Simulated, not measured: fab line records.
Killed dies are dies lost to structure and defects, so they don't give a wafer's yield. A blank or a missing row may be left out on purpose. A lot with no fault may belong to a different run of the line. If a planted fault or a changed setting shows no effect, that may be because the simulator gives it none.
fab line records + flow nandHarc
record
- lots=12
- wafers=36
- lastDay=25
route steps=1159 shown A_STAIRCASE@616 END@1159
lots that met no fault: taken from a fault-free run of the same line
startH: start of the lot's first displayed wafer, in hours after the record's first day + waitH: hours from the lot's prior step to this one + " the same as in the row above + L1.1+2: a row that stands for several wafers + - value missing, or start not given + * or withheld: withheld + < > ~ a bound
route shown NAME@n: a module of which the file shows steps, and the number in the route of the first + usual: average and standard deviation across the fault-free wafers + same: alike in all rows + chamber/n: place in a boat + sites: the reading at each site + _std_site: their standard deviation + _edge_site: mean of outer sites minus mean of inner sites + radiusMm: for every site, how far away it sits from the centre of the wafer + mask NAME#n: copy n + behind: the tool/chamber that last shaped the wafer + hold: what put the lot on hold/how long, in hours/how the hold closed + device: names the non-switching transistor (n, p or np) + end of line: at the end of the route, the tests of the same wafers + step lacking rows: just its recipe + killed: not the wafer's yield, but the dies lost to structure and defects at the first sort + map: per-die view of a wafer (x killed, . not killed, _ where there is no die)
set.NAME: setting as actually run; set.NAME@STEP: the setting as run at that earlier step + model.NAME: the simulator's own value behind a step, which no gauge read
a sample of lots followed through the steps of the route, with each step as a table and each wafer as a row
services: the hour from which a tool's chamber was out of use, counted from the record's first day as startH (under 0 if before that day), plus the number of hours and why
## steps
# step NHARC_A_STAIRCASE_TRIM_222
# recipe
- timeS=211.2
- o2FlowSccm=500
- arFlowSccm=0
- biasW=0
- chemistry=O2
# usual
- drypumpMotorCurrentA=6.2/0.41
- oesProductAu=1.000/0.0077
- rfVppV=57.8/0.91
- runLengthS=232.6/0.51
- showerheadPlenumPTorr=3.52/0.14
- throttleValvePct=17.036/0.0093
# same
- biasW=0
| lot.wafer | tool       | chamber | startH | waitH | drypumpMotorCurrentA | oesProductAu | rfHoursCounterH | rfVppV | runLengthS | showerheadPlenumPTorr | throttleValvePct |
|-----------|------------|---------|--------|-------|----------------------|--------------|-----------------|--------|------------|-----------------------|------------------|
| L433.3    | rieDiel-11 | 0       | -      | -     | 6.1                  | 1.002        | 8               | 57.6   | 233.3      | 3.32                  | 17.051           |
| L433.2    | "          | 2       | "      | "     | 6.1                  | 1.012        | 9               | 57.1   | 232.3      | 3.56                  | 17.025           |
| L433.5    | "          | 0       | "      | "     | 6.1                  | 0.997        | -               | 58.0   | 233.1      | 3.32                  | 17.057           |
| L431.1    | rieDiel-12 | 2       | -      | -     | 6.7                  | 1.005        | 17              | 56.5   | 233.2      | 3.70                  | 17.052           |
| L431.3    | "          | 0       | "      | "     | 5.8                  | 0.997        | 15              | 58.5   | 232.7      | 3.63                  | 17.022           |
| L431.6    | "          | 2       | "      | "     | 6.7                  | 0.995        | -               | 58.9   | 233.2      | 3.70                  | 17.029           |
| L430.1    | rieDiel-11 | 1       | -      | -     | 6.1                  | 0.996        | 10              | 57.7   | 233.2      | 3.49                  | 17.059           |
| L430.2    | "          | 3       | "      | "     | 6.6                  | 0.996        | 11              | 57.6   | 232.3      | 3.61                  | 17.041           |
| L430.5    | "          | 1       | "      | "     | 6.1                  | 0.994        | -               | 56.3   | 233.1      | 3.49                  | 17.041           |
| L435.3    | rieDiel-12 | 2       | -      | -     | 6.7                  | 0.984        | -               | 57.6   | 233.1      | 3.70                  | 17.042           |
| L435.4    | "          | 1       | "      | "     | 6.5                  | 0.998        | -               | 58.6   | 232.1      | 3.30                  | 17.042           |
| L435.5    | "          | 2       | "      | "     | 6.7                  | 0.995        | -               | 58.2   | 233.1      | 3.70                  | 17.030           |
| L438.4    | rieDiel-12 | 1       | -      | -     | 6.5                  | 1.009        | 32              | 57.6   | 232.1      | 3.30                  | 17.033           |
| L438.2    | "          | 2       | "      | "     | 6.7                  | 1.014        | 31              | 58.4   | 233.7      | 3.69                  | 17.035           |
| L438.6    | "          | 2       | "      | "     | 6.7                  | 1.004        | -               | 57.9   | 233.4      | 3.69                  | 17.030           |
| L439.3    | rieDiel-11 | 3       | -      | -     | 6.6                  | 1.003        | 26              | 58.7   | 232.7      | 3.60                  | 17.031           |
| L439.4    | "          | 0       | "      | "     | 6.1                  | 1.001        | 26              | 57.8   | 233.4      | 3.31                  | 17.020           |
| L439.1    | "          | 1       | "      | "     | 6.2                  | 1.010        | 26              | 56.8   | 233.2      | 3.48                  | 17.038           |
| L445.2    | rieDiel-12 | 3       | -      | -     | 5.8                  | 1.009        | 42              | 58.5   | 232.2      | 3.65                  | 17.042           |
| L445.4    | "          | 1       | "      | "     | 6.5                  | 1.006        | -               | 55.6   | 232.3      | 3.29                  | 17.040           |
| L445.6    | "          | 2       | "      | "     | 6.7                  | 1.002        | -               | 58.1   | 232.9      | 3.68                  | 17.017           |
| L447.3    | rieDiel-10 | 3       | -      | -     | 5.7                  | 1.000        | 61              | 59.4   | 233.1      | 3.58                  | 17.028           |
| L447.2    | "          | 1       | "      | "     | 5.2                  | 0.997        | 58              | 56.6   | 232.9      | 3.34                  | 17.035           |
| L447.4    | "          | 2       | "      | "     | 5.2                  | 0.997        | 56              | 58.8   | 232.2      | 3.60                  | 17.028           |
| L449.2    | rieDiel-11 | 3       | -      | -     | 6.6                  | 1.002        | 47              | 58.2   | 232.1      | 3.59                  | 17.036           |
| L449.4    | "          | 1       | "      | "     | 6.2                  | 1.002        | 43              | 57.9   | 233.1      | 3.47                  | 17.034           |
| L449.5    | "          | 2       | "      | "     | 6.0                  | 0.997        | -               | 57.1   | 232.3      | 3.54                  | 17.034           |
| L451.3    | rieDiel-12 | 2       | -      | -     | 6.7                  | 0.989        | 54              | 60.4   | 233.0      | 3.68                  | 17.037           |
| L451.4    | "          | 0       | "      | "     | 5.8                  | 0.979        | 53              | 60.0   | 232.6      | 3.60                  | 17.034           |
| L451.5    | "          | 2       | "      | "     | 6.7                  | 0.993        | -               | 57.5   | 233.4      | 3.68                  | 17.035           |
| L452.3    | rieDiel-11 | 2       | -      | -     | 6.1                  | 1.000        | 51              | 58.7   | 232.3      | 3.53                  | 17.036           |
| L452.4    | "          | 3       | "      | "     | 6.6                  | 0.992        | 53              | 57.5   | 232.1      | 3.58                  | 17.033           |
| L452.6    | "          | 2       | "      | "     | 6.1                  | 1.009        | -               | 58.0   | 232.3      | 3.53                  | 17.033           |
| L453.3    | rieDiel-12 | 3       | -      | -     | 5.8                  | 0.997        | 3               | 57.4   | 231.8      | 3.64                  | 17.037           |
| L453.6    | "          | 0       | "      | "     | 5.9                  | 0.980        | -               | 58.7   | 232.6      | 3.60                  | 17.017           |
| L453.5    | "          | 1       | "      | "     | 6.5                  | 0.999        | -               | 59.9   | 232.0      | 3.81                  | 17.024           |
# step NHARC_A_STAIRCASE_ETCH_232
# recipe
- targetDepthA=1000
- timeS=40.5
- ionEnergyEv=400
- c4f8FlowSccm=20
- o2FlowSccm=10
- arFlowSccm=withheld
- rfW=600
- biasW=1000
- chemistry=C4F8/O2
# usual
- biasW=999.6/2.7
- oesProductAu=0.943/0.011
- rfVppV=896/5.1
| lot.wafer | tool       | chamber | startH | waitH | biasW  | oesProductAu | rfHoursCounterH | rfVppV |
|-----------|------------|---------|--------|-------|--------|--------------|-----------------|--------|
| L433.2    | rieDiel-12 | 3       | -      | -     | 1007.6 | 0.940        | 16              | 899    |
| L433.3    | "          | 1       | "      | "     | 997.4  | 0.931        | 18              | 888    |
| L433.5    | "          | 3       | "      | "     | 1000.6 | 0.949        | -               | 904    |
| L431.1    | rieDiel-12 | 3       | -      | -     | 1001.6 | 0.935        | 17              | 900    |
| L431.3    | "          | 0       | "      | "     | 1001.9 | 0.924        | 17              | 899    |
| L431.6    | "          | 1       | "      | "     | 999.8  | 0.935        | -               | 888    |
| L430.1    | rieDiel-11 | 3       | -      | -     | 997.0  | 0.947        | 12              | 897    |
| L430.2    | "          | 1       | "      | "     | 996.8  | 0.959        | 10              | 894    |
| L430.5    | "          | 2       | "      | "     | 997.0  | 0.959        | -               | 898    |
| L435.3    | rieDiel-12 | 1       | -      | -     | 1002.2 | 0.938        | -               | 887    |
| L435.4    | "          | 2       | "      | "     | 1001.3 | 0.931        | -               | 901    |
| L435.5    | "          | 1       | "      | "     | 998.4  | 0.938        | -               | 888    |
| L438.4    | rieDiel-12 | 1       | -      | -     | 1001.7 | 0.938        | 32              | 888    |
| L438.2    | "          | 3       | "      | "     | 999.8  | 0.928        | 28              | 901    |
| L438.6    | "          | 2       | "      | "     | 998.7  | 0.943        | -               | 901    |
| L439.1    | rieDiel-12 | 1       | -      | -     | 1001.4 | 0.971        | 35              | 888    |
| L439.4    | "          | 3       | "      | "     | 999.7  | 0.950        | 30              | 900    |
| L439.3    | "          | 0       | "      | "     | 996.8  | 0.947        | 29              | 899    |
| L445.2    | rieDiel-10 | 3       | -      | -     | 997.7  | 0.949        | 60              | 898    |
| L445.4    | "          | 0       | "      | "     | 1004.7 | 0.939        | 61              | 896    |
| L445.6    | "          | 3       | "      | "     | 1001.3 | 0.932        | -               | 897    |
| L447.4    | rieDiel-10 | 3       | -      | -     | 999.5  | 0.938        | 61              | 899    |
| L447.2    | "          | 0       | "      | "     | 998.3  | 0.938        | 63              | 896    |
| L447.3    | "          | 1       | "      | "     | 1001.9 | 0.936        | 58              | 888    |
| L449.4    | rieDiel-11 | 2       | -      | -     | 999.3  | 0.932        | 45              | 897    |
| L449.2    | "          | 0       | "      | "     | 998.9  | 0.931        | 48              | 888    |
| L449.5    | "          | 1       | "      | "     | 1000.8 | 0.934        | -               | 893    |
| L451.3    | rieDiel-11 | 0       | -      | -     | 998.7  | 0.962        | 52              | 888    |
| L451.4    | "          | 1       | "      | "     | 1000.6 | 0.952        | 50              | 894    |
| L451.5    | "          | 3       | "      | "     | 1000.1 | 0.955        | -               | 897    |
| L452.3    | rieDiel-12 | 3       | -      | -     | 996.5  | 0.970        | 57              | 900    |
| L452.4    | "          | 0       | "      | "     | 1001.8 | 0.936        | 55              | 898    |
| L452.6    | "          | 0       | "      | "     | 1002.2 | 0.938        | -               | 901    |
| L453.3    | rieDiel-10 | 2       | -      | -     | 994.8  | 0.930        | 15              | 899    |
| L453.5    | "          | 3       | "      | "     | 1005.3 | 0.942        | -               | 897    |
| L453.6    | "          | 0       | "      | "     | 996.9  | 0.948        | -               | 894    |
# step NHARC_A_STAIRCASE_TRIM_233
# recipe
- timeS=211.2
- o2FlowSccm=500
- arFlowSccm=0
- biasW=0
- chemistry=O2
# usual
- biasW=0/0
- drypumpMotorCurrentA=6.1/0.46
- oesProductAu=0.998/0.0076
- rfVppV=57.7/0.92
- runLengthS=232.6/0.53
- showerheadPlenumPTorr=3.52/0.14
- throttleValvePct=17.036/0.0088
| lot.wafer | tool       | chamber | startH | waitH | biasW | drypumpMotorCurrentA | oesProductAu | rfHoursCounterH | rfVppV | runLengthS | showerheadPlenumPTorr | throttleValvePct |
|-----------|------------|---------|--------|-------|-------|----------------------|--------------|-----------------|--------|------------|-----------------------|------------------|
| L433.3    | rieDiel-12 | 0       | 258.84 | -     | 0     | 5.8                  | 0.983        | 17              | 57.5   | 232.8      | 3.62                  | 17.048           |
| L433.2    | "          | 2       | "      | "     | 0     | 6.7                  | 0.990        | 18              | 59.6   | 233.3      | 3.70                  | 17.034           |
| L433.5    | "          | 0       | "      | "     | 0     | 5.8                  | 0.984        | -               | 57.9   | 232.8      | 3.62                  | 17.040           |
| L431.3    | rieDiel-12 | 2       | 259.01 | -     | 0     | 6.7                  | 0.988        | 18              | 59.0   | 233.2      | 3.70                  | 17.032           |
| L431.1    | "          | 0       | "      | "     | 0     | 5.8                  | 0.983        | 17              | 58.4   | 232.8      | 3.63                  | 17.036           |
| L431.6    | "          | 2       | "      | "     | 0     | 6.7                  | 0.989        | -               | 57.9   | 233.1      | 3.70                  | 17.028           |
| L430.2    | rieDiel-11 | 2       | 261.85 | -     | 0     | 6.0                  | 0.999        | 12              | 57.8   | 232.3      | 3.56                  | 17.035           |
| L430.1    | "          | 3       | "      | "     | 0     | 6.6                  | 1.000        | 12              | 56.6   | 232.7      | 3.61                  | 17.036           |
| L430.5    | "          | 3       | "      | "     | 0     | 6.6                  | 1.014        | -               | 59.0   | 232.2      | 3.61                  | 17.040           |
| L435.4    | rieDiel-12 | 1       | 267.93 | -     | 0     | 6.5                  | 1.004        | -               | 57.6   | 232.4      | 3.30                  | 17.026           |
| L435.3    | "          | 2       | "      | "     | 0     | 6.7                  | 1.007        | -               | 57.6   | 233.2      | 3.69                  | 17.054           |
| L435.5    | "          | 1       | "      | "     | 0     | 6.5                  | 1.008        | -               | 57.8   | 232.1      | 3.30                  | 17.040           |
| L438.4    | rieDiel-12 | 3       | 295.50 | -     | -     | 5.8                  | 0.998        | 28              | 58.6   | 223.7      | 3.66                  | 17.046           |
| L438.2    | "          | 0       | "      | "     | -     | 5.8                  | 0.986        | 27              | 58.3   | 224.4      | 3.62                  | 17.026           |
| L438.6    | "          | 2       | "      | "     | -     | 6.7                  | 1.010        | -               | 58.1   | 225.1      | 3.69                  | 17.033           |
| L439.3    | rieDiel-12 | 3       | 303.59 | -     | -     | 5.8                  | 0.988        | 31              | 58.7   | 223.4      | 3.65                  | 17.036           |
| L439.4    | "          | 0       | "      | "     | -     | 5.8                  | 0.984        | 29              | 58.6   | 224.5      | 3.62                  | 17.028           |
| L439.1    | "          | 1       | "      | "     | -     | 6.5                  | 0.999        | 35              | 58.3   | 223.9      | 3.29                  | 17.039           |
| L445.4    | rieDiel-10 | 2       | 337.57 | -     | 0     | 5.2                  | 1.000        | 54              | 58.2   | 232.1      | 3.60                  | 17.025           |
| L445.2    | "          | 3       | "      | "     | 0     | 5.7                  | 0.990        | 60              | 58.4   | 232.9      | 3.58                  | 17.025           |
| L445.6    | "          | 0       | "      | "     | 0     | 5.7                  | 0.993        | -               | 58.5   | 232.3      | 3.51                  | 17.025           |
| L447.2    | rieDiel-10 | 3       | 342.28 | -     | 0     | 5.7                  | 0.995        | 61              | 58.0   | 233.0      | 3.58                  | 17.015           |
| L447.4    | "          | 1       | "      | "     | 0     | 5.2                  | 0.994        | 58              | 56.6   | 231.9      | 3.34                  | 17.019           |
| L447.3    | "          | 2       | "      | "     | 0     | 5.2                  | 0.997        | 56              | 59.9   | 232.1      | 3.59                  | 17.037           |
| L449.4    | rieDiel-11 | 0       | 355.87 | -     | 0     | 6.1                  | 0.998        | 48              | 56.5   | 233.6      | 3.30                  | 17.039           |
| L449.2    | "          | 3       | "      | "     | 0     | 6.6                  | 0.997        | 49              | 57.9   | 232.2      | 3.59                  | 17.049           |
| L449.5    | "          | 1       | "      | "     | 0     | 6.1                  | 1.004        | -               | 56.9   | 233.5      | 3.47                  | 17.040           |
| L451.3    | rieDiel-11 | 2       | 365.98 | -     | 0     | 6.1                  | 0.998        | 51              | 57.4   | 232.2      | 3.53                  | 17.036           |
| L451.4    | "          | 1       | "      | "     | 0     | 6.1                  | 1.003        | 50              | 57.5   | 233.6      | 3.47                  | 17.045           |
| L451.5    | "          | 3       | "      | "     | 0     | 6.6                  | 0.999        | -               | 58.6   | 232.2      | 3.58                  | 17.026           |
| L452.3    | rieDiel-12 | 0       | 368.52 | -     | 0     | 5.8                  | 0.996        | 55              | 56.6   | 232.7      | 3.60                  | 17.033           |
| L452.4    | "          | 3       | "      | "     | 0     | 5.8                  | 1.003        | 57              | 58.6   | 231.6      | 3.64                  | 17.032           |
| L452.6    | "          | 0       | "      | "     | 0     | 5.8                  | 0.996        | -               | 57.7   | 232.7      | 3.60                  | 17.041           |
| L453.3    | rieDiel-10 | 0       | 398.29 | -     | 0     | 5.7                  | 0.986        | 14              | 58.1   | 232.2      | 3.50                  | 17.039           |
| L453.6    | "          | 2       | "      | "     | 0     | 5.2                  | 0.989        | -               | 58.8   | 232.6      | 3.58                  | 17.046           |
| L453.5    | "          | 3       | "      | "     | 0     | 5.7                  | 0.993        | -               | 58.1   | 233.4      | 3.57                  | 17.036           |
# step NHARC_A_STAIRCASE_ETCH_234
# recipe
- targetDepthA=1000
- timeS=40.5
- ionEnergyEv=400
- c4f8FlowSccm=20
- o2FlowSccm=10
- arFlowSccm=withheld
- rfW=600
- biasW=1000
- chemistry=C4F8/O2
# usual
- biasW=1000.2/2.9
- oesProductAu=0.944/0.012
- rfVppV=895/5.1
| lot.wafer | tool       | chamber | startH | waitH | biasW  | oesProductAu | rfHoursCounterH | rfVppV |
|-----------|------------|---------|--------|-------|--------|--------------|-----------------|--------|
| L433.3    | rieDiel-12 | 2       | -      | -     | 994.3  | 0.943        | 18              | 901    |
| L433.2    | "          | 3       | "      | "     | 999.3  | 0.944        | 17              | 900    |
| L433.5    | "          | 3       | "      | "     | 995.5  | 0.946        | -               | 901    |
| L431.3    | rieDiel-12 | 2       | -      | -     | 1003.2 | 0.934        | 18              | 901    |
| L431.1    | "          | 3       | "      | "     | 999.7  | 0.932        | 17              | 902    |
| L431.6    | "          | 3       | "      | "     | 993.1  | 0.934        | -               | 902    |
| L430.1    | rieDiel-11 | 2       | -      | -     | 994.7  | 0.951        | 12              | 896    |
| L430.2    | "          | 3       | "      | "     | 998.8  | 0.950        | 12              | 900    |
| L430.5    | "          | 0       | "      | "     | 999.2  | 0.938        | -               | 889    |
| L435.4    | rieDiel-12 | 2       | -      | -     | 1003.1 | 0.935        | -               | 902    |
| L435.3    | "          | 1       | "      | "     | 1000.9 | 0.950        | -               | 888    |
| L435.5    | "          | 2       | "      | "     | 998.3  | 0.947        | -               | 902    |
| L438.2    | rieDiel-12 | 2       | -      | -     | 1004.0 | 0.948        | 32              | 902    |
| L438.4    | "          | 3       | "      | "     | 1003.4 | 0.938        | 28              | 901    |
| L438.6    | "          | 1       | "      | "     | 993.9  | 0.951        | -               | 888    |
| L439.3    | rieDiel-12 | 2       | -      | -     | 999.1  | 0.978        | 34              | 901    |
| L439.1    | "          | 3       | "      | "     | 1000.2 | 0.939        | 31              | 900    |
| L439.4    | "          | 0       | "      | "     | 1001.2 | 0.935        | 29              | 899    |
| L445.2    | rieDiel-10 | 3       | -      | -     | 1003.8 | 0.954        | 60              | 898    |
| L445.4    | "          | 0       | "      | "     | 999.8  | 0.944        | 62              | 896    |
| L445.6    | "          | 3       | "      | "     | 1001.9 | 0.965        | -               | 898    |
| L447.3    | rieDiel-10 | 2       | -      | -     | 997.8  | 0.945        | 56              | 898    |
| L447.2    | "          | 3       | "      | "     | 999.5  | 0.939        | 62              | 899    |
| L447.4    | "          | 0       | "      | "     | 1005.0 | 0.959        | 63              | 896    |
| L449.2    | rieDiel-11 | 2       | -      | -     | 1003.5 | 0.944        | 45              | 895    |
| L449.4    | "          | 3       | "      | "     | 999.6  | 0.923        | 49              | 898    |
| L449.5    | "          | 1       | "      | "     | 999.8  | 0.928        | -               | 894    |
| L451.3    | rieDiel-11 | 1       | -      | -     | 999.3  | 0.954        | 50              | 895    |
| L451.4    | "          | 2       | "      | "     | 1004.1 | 0.946        | 51              | 896    |
| L451.5    | "          | 1       | "      | "     | 1002.9 | 0.952        | -               | 893    |
| L452.4    | rieDiel-12 | 3       | -      | -     | 1005.3 | 0.968        | 57              | 900    |
| L452.3    | "          | 0       | "      | "     | 998.7  | 0.937        | 55              | 898    |
| L452.6    | "          | 1       | "      | "     | 998.9  | 0.949        | -               | 888    |
| L453.3    | rieDiel-10 | 2       | -      | -     | 1000.0 | 0.942        | 15              | 897    |
| L453.6    | "          | 0       | "      | "     | 996.6  | 0.949        | -               | 894    |
| L453.5    | "          | 1       | "      | "     | 1002.6 | 0.960        | -               | 888    |
# step NHARC_END_SORT_01
# recipe
- tempC=25
# usual
- killedAtArray=29/11
- killedAtOther=0.6/0.75
- killedAtPeriphery=3.1/2.1
- killedDies=32/11
- killedOpen=3.0/1.8
- killedShort=1.8/1.3
# same
- grossDies=677
| lot.wafer | tool      | chamber | startH | waitH | killedAtArray | killedAtOther | killedAtPeriphery | killedDies | killedOpen | killedShort |
|-----------|-----------|---------|--------|-------|---------------|---------------|-------------------|------------|------------|-------------|
| L438.2    | prober-02 | 0       | 490.62 | 2.8   | 30            | 0             | 4                 | 34         | 3          | 2           |
| L438.4    | prober-02 | 0       | 492.21 | 3.4   | 24            | 0             | 7                 | 31         | 3          | 3           |
| L438.6    | prober-02 | 0       | 493.80 | 4.0   | 23            | 0             | 3                 | 26         | 4          | 1           |
| L445.2    | prober-01 | 0       | 531.23 | 2.8   | 50            | 0             | 1                 | 51         | 2          | 2           |
| L445.4    | prober-01 | 0       | 532.82 | 3.4   | 38            | 0             | 3                 | 41         | 5          | 2           |
| L445.6    | prober-01 | 0       | 534.42 | 4.0   | 52            | 1             | 0                 | 53         | 2          | 3           |
| L451.3    | prober-01 | 0       | 575.00 | 3.1   | 30            | 0             | 2                 | 32         | 3          | 0           |
| L451.4    | prober-01 | 0       | 575.81 | 3.4   | 36            | 0             | 2                 | 38         | 2          | 5           |
| L451.5    | prober-01 | 0       | 576.62 | 3.7   | 33            | 0             | 0                 | 33         | 0          | 1           |
# killed by level:class
L438.2 A_CHANNEL_HOLE_D1:chamberFilmFlake=9 A_SLIT:chamberFilmFlake=8 P_ZERO_WELL:chamberFilmFlake=4 A_CHANNEL_FILL_D1:chamberFilmFlake=3 A_CONTACT:chamberFilmFlake=3 A_CHANNEL_FILL_D1:geometricParticle:short=2 A_ONON_D1:geometricParticle:open=1 A_CHANNEL_HOLE_D1:geometricParticle:open=1
L438.4 A_SLIT:chamberFilmFlake=15 P_ZERO_WELL:chamberFilmFlake=3 A_CHANNEL_HOLE_D1:chamberFilmFlake=3 A_ONON_D1:geometricParticle:short=2 P_GATE:geometricParticle:open=1 P_CONTACT:geometricParticle:open=1 A_CONTACT:geometricParticle:short=1 A_CONTACT:geometricParticle:open=1
L438.6 A_SLIT:chamberFilmFlake=11 A_CHANNEL_HOLE_D1:chamberFilmFlake=7 A_CONTACT:geometricParticle:open=2 P_ZERO_WELL:chamberFilmFlake=2 P_CONTACT:geometricParticle:open=1 A_CHANNEL_FILL_D1:geometricParticle:open=1 A_STAIRCASE:geometricParticle:short=1 A_CONTACT:chamberFilmFlake=1
L445.2 A_CHANNEL_HOLE_D1:chamberFilmFlake=18 A_SLIT:chamberFilmFlake=18 A_STAIRCASE:chamberFilmFlake=4 A_ONON_D1:geometricParticle:short=2 A_BONDPAD:chamberFilmFlake=2 P_M0:geometricParticle:open=1 A_M0:geometricParticle:open=1 A_ZERO_WELL:chamberFilmFlake=1
L445.4 A_SLIT:chamberFilmFlake=13 A_CHANNEL_HOLE_D1:chamberFilmFlake=10 A_BLC:chamberFilmFlake=5 A_STAIRCASE:chamberFilmFlake=3 P_M0:geometricParticle:open=2 A_CONTACT:chamberFilmFlake=2 P_GATE:geometricParticle:open=1 A_CHANNEL_HOLE_D1:geometricParticle:short=1
L445.6 A_CHANNEL_HOLE_D1:chamberFilmFlake=18 A_SLIT:chamberFilmFlake=18 A_BONDPAD:chamberFilmFlake=4 A_BLC:chamberFilmFlake=3 A_CONTACT:chamberFilmFlake=2 A_CHANNEL_FILL_D1:geometricParticle:open=1 A_CHANNEL_FILL_D1:geometricParticle:short=1 A_WL_FILL:geometricParticle:short=1
L451.3 A_CHANNEL_HOLE_D1:chamberFilmFlake=23 A_CONTACT:chamberFilmFlake=3 A_STAIRCASE:chamberFilmFlake=2 P_M0:geometricParticle:open=1 A_WL_FILL:geometricParticle:open=1 A_M1:geometricParticle:open=1 P_STI:chamberFilmFlake=1
L451.4 A_CHANNEL_HOLE_D1:chamberFilmFlake=15 A_STAIRCASE:chamberFilmFlake=10 A_CONTACT:chamberFilmFlake=4 A_WL_FILL:geometricParticle:short=2 P_STI:chamberFilmFlake=2 A_ONON_D1:geometricParticle:short=1 A_CHANNEL_HOLE_D1:geometricParticle:short=1 A_WL_FILL:geometricParticle:open=1
L451.5 A_CHANNEL_HOLE_D1:chamberFilmFlake=23 A_STAIRCASE:chamberFilmFlake=6 A_CONTACT:chamberFilmFlake=2 A_M0:geometricParticle:short=1 A_BLC:chamberFilmFlake=1
## services
| tool       | chamber | startH | hours | kind   |
|------------|---------|--------|-------|--------|
| rieDiel-12 | 0       | 236.20 | -     | clean  |
| rieDiel-12 | 1       | 236.20 | -     | clean  |
| rieDiel-12 | 2       | 236.20 | -     | clean  |
| rieDiel-12 | 3       | 236.20 | -     | clean  |
| rieDiel-12 | -       | 237.91 | 0.1   | repair |
| rieDiel-12 | 0       | 261.87 | -     | clean  |
| rieDiel-12 | 1       | 261.87 | -     | clean  |
| rieDiel-12 | 2       | 261.87 | -     | clean  |
| rieDiel-12 | 3       | 261.87 | -     | clean  |
| rieDiel-12 | 0       | 264.66 | 8.8   | repair |
| rieDiel-12 | 3       | 265.34 | 5.5   | repair |
| rieDiel-10 | 1       | 273.55 | 9.4   | repair |
| rieDiel-12 | 0       | 286.37 | -     | clean  |
| rieDiel-12 | 1       | 286.37 | -     | clean  |
| rieDiel-12 | 2       | 286.37 | -     | clean  |
| rieDiel-12 | 3       | 286.37 | -     | clean  |
| rieDiel-12 | 3       | 307.51 | 4.4   | repair |
| rieDiel-12 | 0       | 310.87 | -     | clean  |
| rieDiel-12 | 1       | 310.87 | -     | clean  |
| rieDiel-12 | 2       | 310.87 | -     | clean  |
| rieDiel-12 | 3       | 331.57 | 3.6   | repair |
| rieDiel-12 | 0       | 335.37 | -     | clean  |
| rieDiel-10 | -       | 353.52 | 9.0   | pm     |
| rieDiel-12 | -       | 379.62 | 9.0   | pm     |
## key
firstSign
- step=NHARC_A_STAIRCASE_TRIM_233
- reading=runLengthS
- direction=down
- sigmas=16
- usual=*
- struck=*
effect none on later readings
metAt NHARC_A_STAIRCASE_TRIM_233
struckLots L438,L439
testerLeftOut L438,L439
notActingAt NHARC_A_STAIRCASE_TRIM_222,NHARC_A_STAIRCASE_ETCH_232,NHARC_A_STAIRCASE_ETCH_234
onsetBetween 267.93 295.50
fault
- kind=processParameterDrift
- tool=rieDiel-12
- chamber=-
- onsetH=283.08
- steps=NHARC_A_STAIRCASE_TRIM_233
- channel=timeS
- offset=*
- shape=step
- endH=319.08
- actsIn=*
- stated=*
# testerLeftOut: of these lots the tester's yield and bins aren't shown, on N5 and GAA mostly nor the transistor test; their killed dies are dies lost to structure and defects alone, not to doping, threshold or leakage, so they don't give the yield
